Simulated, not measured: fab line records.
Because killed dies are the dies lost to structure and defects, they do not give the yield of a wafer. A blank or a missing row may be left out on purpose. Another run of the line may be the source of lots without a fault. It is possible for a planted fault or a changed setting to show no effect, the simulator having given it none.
Split-lot study | flow n5-finfet | 7 lots, 21 wafers read, on a route of 1938 steps

## ABOUT THE SPLIT
At N5_BEOL_M1_HM_DEP_02 (deposits TiN, target thk 20 nm), the setting target-thk-a was moved away from the recipe's 200 angstrom on 7 of the 21 wafers read, by -13.1% to +12.9%. All remaining wafers had this setting at the recipe value.

## FROM THE SPLIT TO THE READING: what the file shows between them, 11 steps
- N5_BEOL_M1_COAT_05: resist thk 30 nm (also split here: spin-rpm)
- N5_BEOL_M1_EBR_07
- N5_BEOL_M1_SOFTBAKE_06: time 60 s
- N5_BEOL_M1_EXPOSE_08: exposes mask M1
- N5_BEOL_M1_PEB_09: peb time 60 s
- N5_BEOL_M1_DEVELOP_10: develop time 30 s
- N5_BEOL_M1_DESCUM_16: chemistry O2, time 7 s
- N5_BEOL_M1_ETCH_74: etches underlayer in N2/H2, target depth 6.5 nm, time 5.2 s
- N5_BEOL_M1_ETCH_63: etches SiARC in CF4, target depth 15.6 nm, time 26 s
- N5_BEOL_M1_STRIP_75: strips in N2/H2
- N5_BEOL_M1_STRIP_66: strips in CF4

## THE READING
etch.depth-nm (the simulator's own value, which no gauge read), in nm, at N5_BEOL_M1_HM_OPEN_17 (chemistry Cl2/BCl3, target TiN, target depth 20 nm, overetch 6 nm). The file gives no usual value for it. Across the 14 wafers here that went through the recipe, the average is 20.19 nm and the standard deviation 0.31 nm.

wafer  | tool, chamber at the split | target-thk-a as run, angstrom | against the recipe | etch.depth-nm, nm | against lot-mates on the recipe
L076.3 | pvd-sputter-02, -          | 200                           | recipe             | 20.44             | -
L076.4 | pvd-sputter-02, -          | 200                           | recipe             | 20.78             | -
L076.5 | pvd-sputter-02, -          | 200                           | recipe             | 20.36             | -
L077.1 | pvd-sputter-02, -          | 200                           | recipe             | 20.37             | -
L077.3 | pvd-sputter-02, -          | 200                           | recipe             | 20.5              | -
L077.4 | pvd-sputter-02, -          | 200                           | recipe             | 20.11             | -
L078.1 | pvd-sputter-01, -          | 212.3                         | +6.2%              | 21.17             | +1.22
L078.4 | pvd-sputter-01, -          | 200                           | recipe             | 19.95             | -
L078.6 | pvd-sputter-01, -          | 212.3                         | +6.2%              | 21.25             | +1.30
L079.1 | pvd-sputter-01, -          | 200                           | recipe             | 19.98             | -
L079.2 | pvd-sputter-01, -          | 200                           | recipe             | 20.39             | -
L079.3 | pvd-sputter-01, -          | 200                           | recipe             | 20.44             | -
L083.3 | pvd-sputter-03, -          | 200                           | recipe             | 19.81             | -
L083.5 | pvd-sputter-03, -          | 173.8                         | -13.1%             | 17.37             | -2.46
L083.6 | pvd-sputter-03, -          | 200                           | recipe             | 19.85             | -
L085.1 | pvd-sputter-01, -          | 200                           | recipe             | 20                | -
L085.3 | pvd-sputter-01, -          | 186                           | -7.0%              | 18.4              | -1.60
L085.4 | pvd-sputter-01, -          | 186                           | -7.0%              | 18.8              | -1.20
L092.2 | pvd-sputter-03, -          | 225.8                         | +12.9%             | 22.31             | +2.65
L092.4 | pvd-sputter-03, -          | 200                           | recipe             | 19.66             | -
L092.5 | pvd-sputter-03, -          | 225.8                         | +12.9%             | 22.14             | +2.48

THE FIT
A straight line over all 21 wafers: etch.depth-nm changes by +0.185 nm for each +1% of target-thk-a; r = +0.96; the points scatter about the line by 0.31 nm.
The same after taking each lot's own level away (the mean of its wafers on the recipe; 21 wafers): +0.197 nm for each +1%; r = +0.99; scatter 0.15 nm.
That fit puts the effect of the largest move of target-thk-a on the reading at 2.6 nm.
Measured against the standard deviation above, the lots' own levels, which go from 19.660 to 20.527 nm, span 2.8 times it.
Hence the lot-to-lot level has little effect on the slope; both slopes agree.
Check: with one of the wafers moved furthest among these (-13.1%) left out of the fit, the line predicts -2.62 nm for it against its lot-mates. Against them it came out at -2.46 nm.

## ADDITIONAL SPLITS CARRIED BY THESE WAFERS
These wafers also went through other splits before the reading. Each is held against what the fit with the lots' levels taken away leaves over:
other split on the same wafers            | wafers away from the commonest value | r with etch.depth-nm (lot level and that fit taken away)
N5_MOL_CONTACT_COAG_ETCH_105 bias-w       | 9                                    | -0.16
N5_MOL_CONTACT_COAG_ETCH_106 source-w     | 5                                    | +0.33
N5_BEOL_M0_SAQP_SPACER1_ALD_98 ald-cycles | 5                                    | -0.05
N5_BEOL_M1_COAT_05 spin-rpm               | 9                                    | +0.28

## THE WHOLE CHAIN: every reading that the file lists as answering this split, in the file's order
step                  | what it does                                                      | reading                                                                          | change (the file's fit)               | r (the file's)
N5_BEOL_M1_HM_DEP_02  | deposits TiN, target thk 20 nm                                    | TiN_of_BEOL_M1_HM_DEP_02.thk-nm (the simulator's own value, which no gauge read) | +0.196 nm for each +1% of the setting | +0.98
N5_BEOL_M1_HM_OPEN_17 | chemistry Cl2/BCl3, target TiN, target depth 20 nm, overetch 6 nm | etch.depth-nm (the simulator's own value, which no gauge read)                   | +0.195 nm for each +1% of the setting | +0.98

## FILE'S OWN FIT
etch.depth-nm changes by +0.195 nm for each +1% of target-thk-a, r = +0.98.
